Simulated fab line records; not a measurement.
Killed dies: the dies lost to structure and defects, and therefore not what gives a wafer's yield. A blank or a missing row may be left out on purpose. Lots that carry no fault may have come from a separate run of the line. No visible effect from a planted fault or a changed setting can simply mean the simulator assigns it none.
fab line records    flow nand_harc    part 1 of 2: steps 1 to 4 of 6
[record] lots = 23  wafers = 69  last_day = 33
route steps=1302 shown A_CHANNEL_HOLE_D2@587 A_CHANNEL_FILL_D2@619 A_STAIRCASE@667
lots with no fault: from the same line, run without faults
start_h: hours from the record's opening day to when the first of the lot's shown wafers began    wait_h: time in hours since the lot's previous step    " the same as in the row above    L1.1+2: several wafers, shown together as one row    - no value, or no start given    * or withheld: withheld    < > ~ a bound
route shown NAME@n: names a module that has steps shown in the file, with the first one's number in the route    usual: mean/standard deviation taken from wafers without a fault    same: alike in all rows    chamber/n: place in a boat    sites: each site's reading    _std_site: the values' standard deviation    _edge_site: the outer-site mean with the inner-site mean subtracted    radius_mm: how far each site lies from the wafer's centre    mask NAME#n: copy n    behind: tool/chamber where the wafer was last shaped    hold: reason for holding the lot/hours on hold/outcome of the hold    device: whichever transistor did not switch (one of n, p or np)    end of line: the route-end tests of the same wafers    where a step has no rows: the recipe by itself    killed: at the first sort, the dies lost to defects and structure; wafer yield is something else    map: dies across one wafer; x = killed, . = not, _ = none there
set.NAME: the setting that was run; set.NAME@STEP: the one run at that earlier step    model.NAME: the simulator's own value behind a step, which no gauge read
the route's steps for a sample of lots (tables are steps, rows are wafers)
services: from which hour (start_h, from the record's first day; less than 0 if before it) a tool's chamber was out of use, for how many hours, and why
[[steps]]
[step NHARC_A_CHANNEL_HOLE_D2_ETCH_39]
[recipe] target_depth_a = 2600  over_etch_frac = 0.3  time_s = 325  ion_energy_ev = 200  n2_flow_sccm = 150  h2_flow_sccm = 150  ar_flow_sccm = 0  rf_w = 400  bias_w = 150  chemistry = N2/H2
[usual] drypump_motor_current_A = 5.6/0.46  h2_flow_sccm = 150.1/0.48  oes_product_au = 0.995/0.011  rf_vpp_V = 429.6/2.1  showerhead_plenum_p_Torr = 2.01/0.072  throttle_valve_pct = 14.170/0.0098
lot.wafer  tool         chamber  start_h  wait_h  drypump_motor_current_A  h2_flow_sccm  oes_product_au  rf_hours_counter_h  rf_vpp_V  showerhead_plenum_p_Torr  throttle_valve_pct
L074.2     rie_diel-07  0        -        -       5.7                      150.1         0.984           0                   426.3     1.93                      14.176
L074.1     "            1        "        "       5.8                      150.0         0.994           0                   430.7     2.05                      14.170
L074.5     "            2        "        "       6.4                      150.2         0.990           -                   427.6     1.93                      14.172
L075.4     rie_diel-02  2        -        -       6.3                      150.7         1.013           6                   429.9     2.05                      14.192
L075.1     "            0        "        "       5.6                      150.6         1.002           6                   433.8     2.11                      14.170
L075.6     "            3        "        "       5.0                      150.1         0.991           -                   430.4     2.04                      14.171
L076.3     rie_diel-07  0        -        -       5.7                      150.7         0.966           1                   428.2     1.93                      14.162
L076.4     "            1        "        "       5.8                      150.1         0.985           1                   430.9     2.05                      14.178
L076.2     "            2        "        "       6.4                      150.0         0.993           1                   427.2     1.93                      14.190
L078.2     rie_diel-07  0        -        -       5.7                      148.8         0.977           1                   428.0     1.93                      14.158
L078.1     "            1        "        "       5.8                      150.8         0.996           1                   430.7     2.05                      14.180
L078.6     "            3        "        "       5.4                      151.3         1.002           -                   428.5     1.98                      14.167
L077.2     rie_diel-04  1        -        -       4.9                      149.7         1.002           7                   427.2     1.95                      14.169
L077.1     "            3        "        "       5.4                      149.8         1.006           7                   429.6     2.01                      14.160
L077.3     "            0        "        "       5.3                      150.2         1.025           7                   427.5     1.89                      14.164
L079.2     rie_diel-04  1        -        -       4.8                      150.4         0.996           8                   427.7     1.95                      14.175
L079.6     "            2        "        "       5.0                      150.2         0.999           -                   432.1     2.10                      14.174
L079.5     "            3        "        "       5.5                      150.1         1.004           -                   430.8     2.01                      14.179
L081.3     rie_diel-02  3        -        -       5.0                      149.8         0.991           9                   430.3     2.04                      14.162
L081.1     "            2        "        "       6.3                      149.8         0.991           9                   431.5     2.04                      14.168
L081.5     "            3        "        "       5.0                      151.0         0.983           -                   430.7     2.04                      14.156
L080.2     rie_diel-02  2        -        -       6.4                      150.2         0.997           9                   431.0     2.04                      14.159
L080.4     "            3        "        "       5.0                      150.0         0.989           9                   430.1     2.04                      14.157
L080.1     "            0        "        "       5.6                      150.2         0.989           9                   432.5     2.11                      14.177
L082.4     rie_diel-07  0        -        -       5.7                      151.2         1.002           7                   427.4     1.93                      14.179
L082.2     "            2        "        "       6.4                      150.4         0.998           6                   427.0     1.93                      14.169
L082.5     "            0        "        "       5.7                      150.3         0.988           -                   426.7     1.92                      14.161
L083.2     rie_diel-02  1        -        -       6.0                      150.2         0.999           6                   433.7     2.12                      14.170
L083.4     "            2        "        "       6.3                      149.9         1.000           10                  430.9     2.04                      14.162
L083.1     "            3        "        "       5.0                      150.4         0.995           10                  430.8     2.04                      14.150
L084.1     rie_diel-04  0        -        -       5.4                      149.7         0.993           1                   426.9     1.89                      14.178
L084.6     "            0        "        "       5.4                      150.2         0.994           -                   426.2     1.89                      14.172
L084.4     "            3        "        "       5.5                      149.7         0.987           -                   429.5     2.01                      14.165
L085.2     rie_diel-07  3        -        -       5.4                      150.6         1.005           7                   429.1     1.97                      14.173
L085.1     "            0        "        "       5.7                      150.4         0.979           8                   427.3     1.92                      14.169
L085.5     "            2        "        "       6.4                      150.0         1.004           -                   427.5     1.93                      14.176
L087.2     rie_diel-02  2        -        -       6.4                      149.7         1.015           0                   430.2     2.04                      14.172
L087.6     "            3        "        "       4.9                      150.5         1.017           -                   429.8     2.04                      14.177
L087.5     "            0        "        "       5.6                      149.7         1.008           -                   432.2     2.11                      14.153
L086.1     rie_diel-07  0        -        -       5.7                      149.0         0.986           9                   427.7     1.92                      14.166
L086.2     "            2        "        "       6.4                      149.3         1.004           8                   426.6     1.93                      14.173
L086.5     "            0        "        "       5.7                      149.6         0.986           -                   428.1     1.92                      14.175
L088.3     rie_diel-02  1        -        -       6.0                      150.5         1.000           2                   431.9     2.12                      14.175
L088.5     "            3        "        "       5.0                      149.6         1.001           -                   429.6     2.04                      14.162
L088.6     "            0        "        "       5.7                      150.6         0.988           -                   432.8     2.11                      14.166
L089.2     rie_diel-07  2        -        -       6.4                      150.0         0.985           10                  426.7     1.93                      14.176
L089.4     "            3        "        "       5.4                      150.0         0.996           9                   429.6     1.97                      14.182
L089.5     "            1        "        "       5.8                      150.3         0.986           -                   430.2     2.05                      14.145
L090.2     rie_diel-07  0        -        -       5.7                      149.5         0.980           12                  426.8     1.92                      14.172
L090.6     "            0        "        "       5.7                      150.0         0.983           -                   425.7     1.92                      14.178
L090.5     "            1        "        "       5.8                      150.3         1.007           -                   430.9     2.04                      14.160
L092.1     rie_diel-04  0        -        -       5.4                      149.7         1.014           5                   426.0     1.89                      14.167
L092.4     "            3        "        "       5.5                      149.0         0.984           5                   429.9     2.01                      14.177
L092.6     "            1        "        "       4.9                      149.9         0.997           -                   428.0     1.95                      14.158
L091.3     rie_diel-02  1        -        -       6.0                      149.3         0.988           4                   433.2     2.12                      14.163
L091.2     "            2        "        "       6.3                      150.2         1.005           4                   429.7     2.04                      14.182
L091.1     "            3        "        "       5.0                      150.2         1.018           3                   430.8     2.04                      14.164
L093.4     rie_diel-07  1        -        -       5.8                      149.2         0.991           0                   429.1     2.04                      14.180
L093.5     "            3        "        "       5.4                      149.6         0.973           -                   428.2     1.97                      14.160
L093.6     "            0        "        "       5.7                      149.1         0.977           -                   426.8     1.92                      14.158
L094.1     rie_diel-07  3        -        -       5.4                      150.5         0.981           1                   428.9     1.97                      14.176
L094.3     "            2        "        "       6.4                      149.6         0.982           1                   426.7     1.93                      14.178
L094.6     "            3        "        "       5.4                      150.8         0.983           -                   429.2     1.97                      14.170
L095.4     rie_diel-07  0        -        -       5.7                      150.5         0.974           2                   427.0     1.92                      14.168
L095.3     "            3        "        "       5.4                      149.8         0.980           2                   428.6     1.97                      14.196
L095.5     "            1        "        "       5.8                      150.4         1.002           -                   430.7     2.04                      14.166
L096.1     rie_diel-04  3        -        -       5.5                      149.3         1.000           6                   430.2     2.01                      14.162
L096.4     "            1        "        "       4.9                      149.5         0.993           6                   427.7     1.95                      14.174
L096.6     "            2        "        "       5.1                      150.7         1.002           -                   432.0     2.10                      14.181
[step NHARC_A_CHANNEL_HOLE_D2_ETCH_20]
[recipe] bias_v = 3000  source_w = withheld  pressure_mtorr = 20  time_s = 361.9  ar_flow_sccm = 375  c4f8_flow_sccm = 89.3  o2_flow_sccm = 35.7  temp_c = -20  target_depth_a = 16000  chemistry = C4F8/O2/Ar
[usual] drypump_motor_current_A = 5.9/0.31  showerhead_plenum_p_Torr = 3.62/0.18  throttle_valve_pct = 32.154/0.009
lot.wafer  tool         chamber  start_h  wait_h  drypump_motor_current_A  rf_hours_counter_h  showerhead_plenum_p_Torr  throttle_valve_pct
L074.2     har_etch-01  1        305.41   0.1     6.2                      152                 3.53                      32.155
L074.1     "            0        "        "       5.7                      152                 3.70                      32.135
L074.5     "            0        "        "       5.7                      -                   3.70                      32.137
L075.1     har_etch-02  0        307.43   0.1     5.5                      371                 3.41                      32.157
L075.4     "            1        "        "       6.3                      -                   3.43                      32.161
L075.6     "            0        "        "       5.5                      -                   3.41                      32.157
L076.2     har_etch-01  1        317.25   0.1     6.2                      156                 3.53                      32.156
L076.4     "            0        "        "       5.6                      -                   3.70                      32.146
L076.3     "            1        "        "       6.2                      -                   3.53                      32.163
L078.2     har_etch-01  0        324.82   0.1     5.7                      160                 3.69                      32.157
L078.1     "            1        "        "       6.2                      160                 3.53                      32.148
L078.6     "            0        "        "       5.7                      -                   3.69                      32.153
L077.1     har_etch-02  1        324.97   0.1     6.3                      378                 3.43                      32.162
L077.2     "            0        "        "       5.5                      378                 3.41                      32.151
L077.3     "            1        "        "       6.3                      -                   3.43                      32.143
L079.2     har_etch-01  1        352.88   0.1     6.3                      179                 3.52                      32.162
L079.6     "            0        "        "       5.7                      -                   3.68                      32.147
L079.5     "            1        "        "       6.2                      -                   3.52                      32.162
L081.1     har_etch-02  1        360.77   0.1     6.3                      401                 3.42                      32.149
L081.3     "            0        "        "       5.6                      -                   3.41                      32.151
L081.5     "            0        "        "       5.5                      -                   3.41                      32.148
L080.2     har_etch-01  1        361.26   0.1     6.2                      187                 3.52                      32.141
L080.1     "            0        "        "       5.7                      187                 3.68                      32.167
L080.4     "            1        "        "       6.2                      -                   3.52                      32.135
L082.2     har_etch-02  1        376.56   0.1     6.3                      412                 3.41                      32.130
L082.4     "            1        "        "       6.3                      -                   3.41                      32.151
L082.5     "            0        "        "       5.5                      -                   3.40                      32.143
L083.1     har_etch-01  1        388.14   0.1     6.2                      206                 3.50                      32.147
L083.2     "            0        "        "       5.7                      206                 3.67                      32.146
L083.4     "            0        "        "       5.7                      -                   3.67                      32.174
L084.1     har_etch-01  1        396.56   0.1     6.2                      214                 3.50                      32.172
L084.4     "            0        "        "       5.7                      -                   3.66                      32.164
L084.6     "            0        "        "       5.7                      -                   3.66                      32.167
L085.1     har_etch-02  1        412.51   0.1     6.3                      4                   3.93                      32.143
L085.2     "            0        "        "       5.5                      4                   3.93                      32.153
L085.5     "            1        "        "       6.2                      -                   3.93                      32.165
L087.2     har_etch-01  0        416.08   0.1     5.7                      222                 3.66                      32.151
L087.5     "            1        "        "       6.2                      -                   3.50                      32.160
L087.6     "            0        "        "       5.7                      -                   3.66                      32.152
L086.2     har_etch-02  1        416.65   0.1     6.3                      8                   3.93                      32.143
L086.1     "            0        "        "       5.5                      8                   3.93                      32.161
L086.5     "            0        "        "       5.6                      -                   3.93                      32.162
L088.3     har_etch-01  1        427.93   0.2     6.2                      -                   3.49                      32.160
L088.5     "            0        "        "       5.7                      -                   3.65                      32.147
L088.6     "            1        "        "       6.2                      -                   3.49                      32.160
L089.2     har_etch-02  1        446.71   0.1     6.3                      27                  3.92                      32.155
L089.4     "            0        "        "       5.5                      -                   3.92                      32.149
L089.5     "            0        "        "       5.5                      -                   3.92                      32.136
L090.2     har_etch-01  0        465.29   0.1     5.7                      248                 3.64                      32.154
L090.5     "            1        "        "       6.2                      -                   3.48                      32.164
L090.6     "            0        "        "       5.7                      -                   3.65                      32.163
L092.1     har_etch-01  1        473.67   0.1     6.3                      252                 3.48                      32.168
L092.4     "            1        "        "       6.2                      -                   3.48                      32.148
L092.6     "            1        "        "       6.3                      -                   3.48                      32.149
L091.2     har_etch-02  0        474.71   0.1     5.5                      38                  3.91                      32.150
L091.1     "            1        "        "       6.3                      38                  3.91                      32.156
L091.3     "            0        "        "       5.6                      -                   3.91                      32.158
L093.4     har_etch-01  1        485.86   0.2     6.3                      -                   3.47                      32.149
L093.5     "            0        "        "       5.7                      -                   3.64                      32.149
L093.6     "            1        "        "       6.2                      -                   3.48                      32.152
L094.1     har_etch-01  0        494.04   0.1     5.7                      271                 3.63                      32.160
L094.3     "            1        "        "       6.2                      -                   3.47                      32.158
L094.6     "            1        "        "       6.2                      -                   3.47                      32.164
L095.4     har_etch-01  1        506.07   0.2     6.2                      -                   3.47                      32.154
L095.3     "            0        "        "       5.7                      -                   3.63                      32.154
L095.5     "            1        "        "       6.2                      -                   3.47                      32.138
L096.1     har_etch-01  1        518.52   0.1     6.2                      283                 3.47                      32.169
L096.4     "            1        "        "       6.2                      -                   3.46                      32.156
L096.6     "            1        "        "       6.2                      -                   3.46                      32.157
[step NHARC_A_CHANNEL_HOLE_D2_ETCH_26]
[recipe] bias_v = 300  source_w = 2000  pressure_mtorr = 30  time_s = 224.1  ar_flow_sccm = 375  c4f8_flow_sccm = 11.4  o2_flow_sccm = 113.6  temp_c = -20  target_depth_a = 3000  chemistry = C4F8/O2/Ar
[usual] bias_v = 299.6/2.9  drypump_motor_current_A = 5.9/0.31  showerhead_plenum_p_Torr = 3.66/0.19  throttle_valve_pct = 24.585/0.0096
lot.wafer  tool         chamber  start_h  wait_h  bias_v  drypump_motor_current_A  rf_hours_counter_h  showerhead_plenum_p_Torr  throttle_valve_pct
L074.2     har_etch-01  1        309.07   0.7     296.6   6.2                      156                 3.57                      24.592
L074.1     "            0        "        "       298.3   5.7                      156                 3.74                      24.588
L074.5     "            0        "        "       296.4   5.7                      -                   3.74                      24.589
L075.1     har_etch-02  0        311.09   0.6     297.9   5.5                      374                 3.44                      24.585
L075.4     "            1        "        "       303.5   6.3                      -                   3.46                      24.579
L075.6     "            0        "        "       302.2   5.5                      -                   3.44                      24.566
L076.2     har_etch-01  1        320.88   0.6     298.1   6.2                      160                 3.57                      24.577
L076.4     "            0        "        "       297.5   5.7                      -                   3.74                      24.582
L076.3     "            1        "        "       301.7   6.2                      -                   3.57                      24.572
L078.2     har_etch-01  0        328.51   0.7     297.2   5.7                      164                 3.74                      24.586
L078.1     "            1        "        "       297.1   6.2                      164                 3.56                      24.583
L078.6     "            0        "        "       294.1   5.7                      -                   3.74                      24.581
L077.1     har_etch-02  1        328.68   0.7     294.9   6.2                      382                 3.46                      24.580
L077.2     "            0        "        "       302.0   5.5                      382                 3.44                      24.575
L077.3     "            1        "        "       297.1   6.2                      -                   3.46                      24.585
L079.2     har_etch-01  1        356.53   0.6     296.7   6.2                      183                 3.55                      24.593
L079.6     "            0        "        "       294.3   5.7                      -                   3.73                      24.573
L079.5     "            1        "        "       303.2   6.2                      -                   3.55                      24.590
L081.1     har_etch-02  1        364.44   0.7     298.4   6.3                      405                 3.44                      24.590
L081.3     "            0        "        "       299.3   5.6                      -                   3.43                      24.596
L081.5     "            0        "        "       298.6   5.6                      -                   3.43                      24.593
L080.2     har_etch-01  1        364.92   0.7     299.0   6.2                      191                 3.55                      24.586
L080.1     "            0        "        "       298.6   5.7                      191                 3.72                      24.605
L080.4     "            1        "        "       299.6   6.2                      -                   3.55                      24.577
L082.2     har_etch-02  1        380.23   0.7     301.4   6.3                      416                 3.44                      24.585
L082.4     "            1        "        "       298.1   6.3                      -                   3.44                      24.573
L082.5     "            0        "        "       306.7   5.6                      -                   3.43                      24.581
L083.1     har_etch-01  1        391.83   0.7     301.3   6.2                      210                 3.54                      24.573
L083.2     "            0        "        "       304.1   5.7                      210                 3.71                      24.589
L083.4     "            0        "        "       298.6   5.7                      -                   3.71                      24.585
L084.1     har_etch-01  1        400.20   0.6     293.9   6.2                      217                 3.54                      24.601
L084.4     "            0        "        "       295.2   5.7                      -                   3.71                      24.587
L084.6     "            0        "        "       299.6   5.7                      -                   3.71                      24.578
L085.1     har_etch-02  1        416.15   0.7     296.2   6.3                      8                   3.99                      24.572
L085.2     "            0        "        "       301.7   5.5                      8                   3.99                      24.590
L085.5     "            1        "        "       297.5   6.3                      -                   3.99                      24.596
L087.2     har_etch-01  0        419.70   0.6     301.0   5.7                      225                 3.70                      24.586
L087.5     "            1        "        "       300.5   6.2                      -                   3.53                      24.583
L087.6     "            0        "        "       301.1   5.7                      -                   3.70                      24.580
L086.2     har_etch-02  1        420.32   0.7     301.3   6.3                      11                  3.98                      24.572
L086.1     "            0        "        "       302.2   5.5                      11                  3.98                      24.572
L086.5     "            0        "        "       301.1   5.6                      -                   3.99                      24.592
L088.3     har_etch-01  1        431.54   0.4     300.3   6.2                      -                   3.52                      24.597
L088.5     "            0        "        "       294.3   5.7                      -                   3.69                      24.598
L088.6     "            1        "        "       297.1   6.2                      -                   3.52                      24.579
L089.2     har_etch-02  1        450.36   0.6     299.0   6.3                      30                  3.97                      24.586
L089.4     "            0        "        "       297.6   5.5                      -                   3.97                      24.591
L089.5     "            0        "        "       297.7   5.5                      -                   3.97                      24.602
L090.2     har_etch-01  0        468.92   0.6     295.7   5.7                      252                 3.69                      24.591
L090.5     "            1        "        "       298.5   6.2                      -                   3.52                      24.575
L090.6     "            0        "        "       301.7   5.6                      -                   3.69                      24.572
L092.1     har_etch-01  1        477.29   0.6     303.1   6.2                      256                 3.51                      24.612
L092.4     "            1        "        "       297.3   6.2                      -                   3.51                      24.580
L092.6     "            1        "        "       297.6   6.2                      -                   3.51                      24.589
L091.2     har_etch-02  0        478.36   0.7     298.7   5.5                      42                  3.97                      24.582
L091.1     "            1        "        "       298.8   6.3                      42                  3.97                      24.580
L091.3     "            0        "        "       302.1   5.5                      -                   3.97                      24.584
L093.4     har_etch-01  1        489.44   0.4     302.4   6.2                      -                   3.51                      24.570
L093.5     "            0        "        "       297.3   5.7                      -                   3.68                      24.592
L093.6     "            1        "        "       304.2   6.2                      -                   3.51                      24.582
L094.1     har_etch-01  0        497.69   0.6     300.9   5.7                      275                 3.67                      24.587
L094.3     "            1        "        "       300.6   6.3                      -                   3.50                      24.565
L094.6     "            1        "        "       299.9   6.2                      -                   3.50                      24.586
L095.4     har_etch-01  1        509.70   0.5     298.5   6.2                      -                   3.50                      24.587
L095.3     "            0        "        "       296.6   5.6                      -                   3.67                      24.573
L095.5     "            1        "        "       300.9   6.2                      -                   3.50                      24.592
L096.1     har_etch-01  1        522.17   0.6     302.7   6.2                      286                 3.50                      24.600
L096.4     "            1        "        "       304.9   6.2                      -                   3.50                      24.585
L096.6     "            1        "        "       301.1   6.2                      -                   3.50                      24.574
[step NHARC_A_CHANNEL_FILL_D2_ETCHBACK_19]
[recipe] target_depth_a = 50  time_s = 1.7  hbr_flow_sccm = 150  cl2_flow_sccm = 50  rf_w = 400  icp_w = 400  bias_w = 100  chemistry = HBr/Cl2
[usual] drypump_motor_current_A = 5.8/0.53  oes_product_au = 0.999/0.01  throttle_valve_pct = 26.406/0.0094
lot.wafer  tool       chamber  start_h  wait_h  drypump_motor_current_A  oes_product_au  rf_hours_counter_h  throttle_valve_pct
L074.2     rie_si-02  3        335.24   0.4     6.5                      1.012           0.3                 26.405
L074.1     "          2        "        "       5.3                      0.997           0.3                 26.396
L074.5     "          3        "        "       6.5                      1.002           -                   26.420
L075.4     rie_si-06  1        335.25   0.4     5.6                      1.006           0.5                 26.405
L075.1     "          2        "        "       6.1                      0.993           0.5                 26.413
L075.6     "          0        "        "       5.4                      1.008           -                   26.414
L076.2     rie_si-02  2        348.12   0.4     5.3                      0.993           0.4                 26.418
L076.4     "          3        "        "       6.5                      0.997           0.4                 26.399
L076.3     "          0        "        "       6.1                      1.008           0.5                 26.413
L078.2     rie_si-02  0        355.31   0.4     6.1                      1.001           0.5                 26.392
L078.1     "          3        "        "       6.6                      1.001           0.5                 26.402
L078.6     "          0        "        "       6.1                      1.001           -                   26.427
L077.3     rie_si-06  0        355.31   0.4     5.5                      1.008           0.6                 26.396
L077.1     "          1        "        "       5.6                      0.999           0.6                 26.413
L077.2     "          2        "        "       6.1                      0.991           0.7                 26.407
L079.2     rie_si-02  0        383.22   0.4     6.1                      1.008           0.6                 26.400
L079.6     "          3        "        "       6.5                      0.994           -                   26.414
L079.5     "          0        "        "       6.1                      1.006           -                   26.409
L080.4     rie_si-02  0        390.29   0.4     6.1                      1.010           0.7                 26.411
L080.2     "          1        "        "       6.6                      1.001           0.7                 26.413
L080.1     "          2        "        "       5.3                      1.005           0.6                 26.412
L081.1     rie_si-06  0        390.29   0.4     5.5                      1.002           0.7                 26.400
L081.3     "          1        "        "       5.6                      1.009           0.8                 26.398
L081.5     "          1        "        "       5.5                      1.004           -                   26.418
L082.4     rie_si-02  2        406.01   0.4     5.3                      0.995           0.7                 26.412
L082.2     "          1        "        "       6.6                      1.004           0.7                 26.404
L082.5     "          2        "        "       5.2                      1.006           -                   26.395
L083.4     rie_si-06  3        418.02   0.4     5.4                      0.976           0.8                 26.405
L083.2     "          0        "        "       5.5                      0.979           0.9                 26.393
L083.1     "          2        "        "       6.1                      0.994           0.8                 26.417
L084.1     rie_si-02  3        427.42   0.4     6.5                      1.004           0.9                 26.390
L084.4     "          2        "        "       5.3                      1.006           -                   26.415
L084.6     "          3        "        "       6.5                      1.010           -                   26.397
L086.1     rie_si-06  1        444.45   0.4     5.6                      0.990           0.0                 26.389
L086.2     "          2        "        "       6.1                      0.998           0.1                 26.395
L086.5     "          2        "        "       6.1                      1.001           -                   26.425
L085.1     rie_si-02  2        444.45   0.4     5.3                      1.008           1.0                 26.414
L085.2     "          3        "        "       6.5                      1.010           1.1                 26.401
L085.5     "          2        "        "       5.3                      1.005           -                   26.410
L087.2     rie_si-04  3        444.49   0.4     5.2                      0.992           0.7                 26.404
L087.5     "          0        "        "       5.0                      0.992           -                   26.400
L087.6     "          1        "        "       5.9                      0.986           -                   26.411
L088.3     rie_si-06  0        460.88   0.4     5.5                      1.018           0.1                 26.406
L088.6     "          2        "        "       6.1                      1.006           -                   26.388
L088.5     "          3        "        "       5.5                      0.990           -                   26.402
L089.2     rie_si-04  0        478.37   0.4     5.1                      0.990           1.0                 26.408
L089.4     "          1        "        "       5.9                      0.995           0.8                 26.418
L089.5     "          3        "        "       5.2                      0.989           -                   26.410
L090.2     rie_si-04  3        498.53   0.4     5.2                      0.981           1.0                 26.411
L090.6     "          2        "        "       6.3                      0.986           -                   26.409
L090.5     "          3        "        "       5.2                      0.987           -                   26.419
L091.3     rie_si-06  2        506.10   0.4     6.1                      1.017           0.4                 26.390
L091.2     "          3        "        "       5.4                      0.993           0.5                 26.405
L091.1     "          0        "        "       5.5                      1.015           0.4                 26.389
L092.1     rie_si-04  3        506.11   0.4     5.2                      0.983           1.1                 26.406
L092.4     "          1        "        "       5.9                      0.981           1.0                 26.414
L092.6     "          0        "        "       5.1                      1.005           -                   26.396
L093.4     rie_si-04  3        518.63   0.4     5.2                      0.992           1.1                 26.407
L093.5     "          3        "        "       5.2                      0.987           -                   26.397
L093.6     "          0        "        "       5.1                      0.986           -                   26.413
L094.1     rie_si-02  1        527.74   0.4     6.6                      0.995           0.5                 26.410
L094.3     "          2        "        "       5.3                      0.983           0.4                 26.397
L094.6     "          0        "        "       6.1                      0.980           -                   26.407
L095.4     rie_si-06  1        541.95   0.4     5.5                      1.005           0.7                 26.396
L095.3     "          2        "        "       6.1                      1.006           0.6                 26.405
L095.5     "          3        "        "       5.4                      0.986           -                   26.412
L096.4     rie_si-04  1        548.90   0.4     5.9                      0.994           0.2                 26.407
L096.1     "          2        "        "       6.3                      0.997           0.1                 26.403
L096.6     "          1        "        "       6.0                      0.980           -                   26.396
